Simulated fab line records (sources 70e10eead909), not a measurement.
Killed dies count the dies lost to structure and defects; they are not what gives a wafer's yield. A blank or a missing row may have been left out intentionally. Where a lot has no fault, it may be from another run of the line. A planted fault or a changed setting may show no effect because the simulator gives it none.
A lot that was struck, set against a sound lot / flow nand-harc / 40 out of 1159 route steps
Sound: the wafers L378.2, L378.3, L378.5. The struck wafers were L394.4, L394.5, L394.6. The cause comes at the end.
Order at every step that has rows: each side's tool, ch and its chambers, its first start. Under that, the readings that differ: sound wafers / struck wafers / difference of the means / sigmas: that difference in standard deviations of wafers without a fault.
alike: readings with means less than 2 such deviations apart, plus words and numbers identical on both sides. not compared: withheld readings, readings lacking a value on some wafer, bounds such as >300 that could conceal the same value, and numbers that have no deviation in the record and whose values overlap.
The two part at a step that has a row with sigmas, a row that says differs or no value, or rows on one side only. Numbers that don't overlap but have no deviation are shown without sigmas and don't part them. Lack of a reading on every wafer of one side parts them only where that side has two or more wafers.

first, 2 steps without rows for these wafers: NHARC_P_CONTACT_ETCH_35 (etches the open film in CF4, target depth 39 nm, time 65 s); NHARC_P_CONTACT_ETCH_36 (etches the open film in N2/H2, target depth 260 nm, time 406.25 s).
NHARC_P_CONTACT_ETCH_18: etches the open film in C4F8/O2/Ar, target depth 481 nm, time 240.5 s.
  sound on rie-diel-06 ch 0,3; struck on rie-diel-06 ch 1,2,3
  alike: bias-w, oes-product-au, rf-vpp-V
  not compared: rf-hours-counter-h
then, 2 steps without rows for these wafers: NHARC_P_CONTACT_STRIP_37 (strips in C4F8/O2/Ar); NHARC_P_CONTACT_ETCH_31 (etches the open film in CH3F/O2, target depth 30 nm, time 85.7 s).
NHARC_P_CONTACT_CD_MEAS_19:
  sound on cd-sem-02 at day 6 07:59; struck on cd-sem-02 at day 10 17:28
  alike: cd-nm
then, 6 steps without rows for these wafers: NHARC_P_CONTACT_STRIP_28 (strips in O2); NHARC_P_CONTACT_STRIP_29 (strips in post etch residue remover, time 1200 s); NHARC_P_CONTACT_DEGAS_38 (time 60 s); NHARC_P_CONTACT_PRE_CLEAN_39 (time 19.5 s); NHARC_P_CONTACT_PVD_32 (deposits Ti, target thk 5 nm, time 17.7 s); NHARC_P_CONTACT_ALD_22 (deposits TiN, target thk 3 nm, pulse time 1 s, ald cycles 150).
NHARC_P_CONTACT_CVD_23: deposits W, target thk 200 nm, time 557 s.
  sound on cvd-w-02 ch 0, day 6 17:01; struck on cvd-w-01 ch 0,1, day 10 18:55
  alike: heater-power-w, mfc-wf6-sccm, throttle-valve-pct
NHARC_P_CONTACT_CMP_24: polishes, t overpolish 30 s, target thk 200 nm.
  sound on cmp-03 ch 2,3, day 6 17:41; struck on cmp-02 ch 0,1,2, day 10 19:21
  alike: motor-current-A, overpolish-run-s, time-to-endpoint-s
then, 11 steps without rows for these wafers: NHARC_P_CONTACT_SRD_26; NHARC_P_M0_DEP_00 (deposits SiOC, target thk 150 nm); NHARC_P_M0_DEHYDRATE_01 (time 120 s); NHARC_P_M0_HMDS_02 (time 30 s); NHARC_P_M0_COAT_33 (time 65 s); NHARC_P_M0_COAT_03 (resist thk 90 nm); NHARC_P_M0_SOFTBAKE_04 (time 55 s); NHARC_P_M0_EBR_05; NHARC_P_M0_EXPOSE_06 (exposes mask P M0, target cd 90 nm); NHARC_P_M0_PEB_07 (peb time 65 s); NHARC_P_M0_DEVELOP_08 (develop time 35 s).
NHARC_P_M0_CD_MEAS_09: target cd 90 nm.
  sound on cd-sem-02 ch 0, day 6 18:59; struck on cd-sem-02 ch 0, day 10 20:37
  alike: cd-nm
NHARC_P_M0_OVL_MEAS_10: pitch 180 nm.
  sound on overlay-02 at day 6 19:05; struck on overlay-01 at day 10 20:42
reading=overlay-y-nm (nm); sound=-0.9 -0.8 -1.0; struck=1.8 2.6 1.4; difference=+2.8; sigmas=+3
  alike: overlay-x-nm
then, 1 step without rows for these wafers: NHARC_P_M0_DESCUM_14 (chemistry O2, time 3 s).
NHARC_P_M0_ETCH_34: etches the open film in N2/H2, target depth 40 nm, overetch 12 nm, time 43.94 s.
  sound on rie-diel-04 ch 0,1,3, day 6 19:17; struck on rie-diel-11 ch 0,1, day 10 20:54
  alike: bias-w, drypump-motor-current-A, oes-product-au, rf-vpp-V, showerhead-plenum-p-Torr, throttle-valve-pct
  not compared: rf-hours-counter-h
then, 1 step without rows for these wafers: NHARC_P_M0_ETCH_15 (etches the open film in C4F8/Ar, target depth 150 nm, overetch 15 nm, time 82.5 s).
NHARC_P_M0_CD_MEAS_16:
  sound on cd-sem-02 at day 6 19:29; struck on cd-sem-02 at day 10 21:07
  alike: cd-nm
NHARC_P_M0_STRIP_18: strips in N2/H2.
  sound on rie-diel-11 ch 0,1,3, day 6 19:34; struck on rie-diel-11 ch 0,3, day 10 21:13
  alike: drypump-motor-current-A, oes-product-au, power-w, rf-vpp-V, showerhead-plenum-p-Torr, throttle-valve-pct
  not compared: rf-hours-counter-h
then, 3 steps without rows for these wafers: NHARC_P_M0_STRIP_19 (strips in post etch residue remover, time 600 s); NHARC_P_M0_DEGAS_28 (time 60 s); NHARC_P_M0_PRE_CLEAN_29 (time 30 s).
NHARC_P_M0_PVD_20: deposits TaN, target thk 5 nm, time 8.06 s.
  sound on pvd-sputter-01; struck on pvd-sputter-02
  alike: bias-v, throttle-valve-pct
then, 3 steps without rows for these wafers: NHARC_P_M0_PVD_21 (deposits Cu, target thk 30 nm, time 20.49 s); NHARC_P_M0_ECD_22 (material Cu, target thk 400 nm); NHARC_P_M0_ANNEAL_30 (time 90 s).
-- the record jumps here: 13 days lie between the struck wafers' starts before and after (it left off in module P_M0 and takes up again in module END, whose first step shown is number 1159 of the route) --
NHARC_END_SORT_01:
  sound on prober-02 ch 0, day 20 01:02; struck on prober-02 ch 0, day 24 01:19
reading=killed-at-periphery; sound=3 3 4; struck=99 99 39; difference=+76; sigmas=+34
reading=killed-dies; sound=19 17 17; struck=121 119 63; difference=+83; sigmas=+8
  alike: killed-at-array, killed-at-other, killed-open, killed-short

WHERE THEY PART
First at NHARC_P_M0_OVL_MEAS_10; last, within this record, at NHARC_END_SORT_01.

WHY: what had been put in by the simulator
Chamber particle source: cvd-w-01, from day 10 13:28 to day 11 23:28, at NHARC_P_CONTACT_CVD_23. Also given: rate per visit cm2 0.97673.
